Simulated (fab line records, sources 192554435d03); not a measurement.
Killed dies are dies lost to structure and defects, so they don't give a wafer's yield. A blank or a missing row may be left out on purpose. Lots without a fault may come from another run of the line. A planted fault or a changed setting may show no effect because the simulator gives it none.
Chamber matching | flow n5_finfet | N5_DUMMY_GATE_ETCH_23 on rie_si-02: 4 sister chambers
The step etches poly-Si in HBr/Cl2/O2, target depth 41 nm, time 22.3 s. 4 wafers are shown with their chamber, then 11 later ones without.

WAFERS WITH THEIR CHAMBER
wafer  | chamber | drypump_motor_current_A (A)
L089.6 | 0       | 6.0
L090.1 | 3       | 6.1
L090.3 | 2       | 5.2
L092.1 | 1       | 6.1

WAFERS WITHOUT THEIR CHAMBER
wafer  | drypump_motor_current_A (A)
L092.4 | 6.1
L092.5 | 6.1
L095.2 | 6.1
L095.4 | 6.1
L095.5 | 6.1
L097.1 | 6.1
L097.2 | 6.0
L097.3 | 5.2
L097.4 | 6.2
L097.5 | 6.0
L097.6 | 6.1

WHICH CHAMBER EACH WENT THROUGH
wafer  | from the rows above     | in truth
L092.4 | can't be placed: 1 or 3 | 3
L092.5 | can't be placed: 1 or 3 | 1
L095.2 | can't be placed: 1 or 3 | 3
L095.4 | can't be placed: 1 or 3 | 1
L095.5 | can't be placed: 1 or 3 | 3
L097.1 | can't be placed: 1 or 3 | 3
L097.2 | 0                       | 0
L097.3 | 2                       | 2
L097.4 | can't be placed: 1 or 3 | 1
L097.5 | 0                       | 0
L097.6 | can't be placed: 1 or 3 | 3
Placed correctly: 3 of 11. Can't be placed from these rows: 8 (the true chamber is among the candidates in 8). Placed wrongly: 0.
How it was worked out, from the rows above alone: a wafer's distance from a chamber is the root of the sum, over the readings, of the square of ((its reading less the chamber's mean) divided by the reading's scatter). The wafer belongs to the nearest chamber; if the next one is less than 2 further off, it can't be placed. A chamber's mean is the mean of its shown wafers. The scatter: with one shown wafer a chamber, the root of the mean of the squares of how far each hidden wafer lies from its nearest shown one.
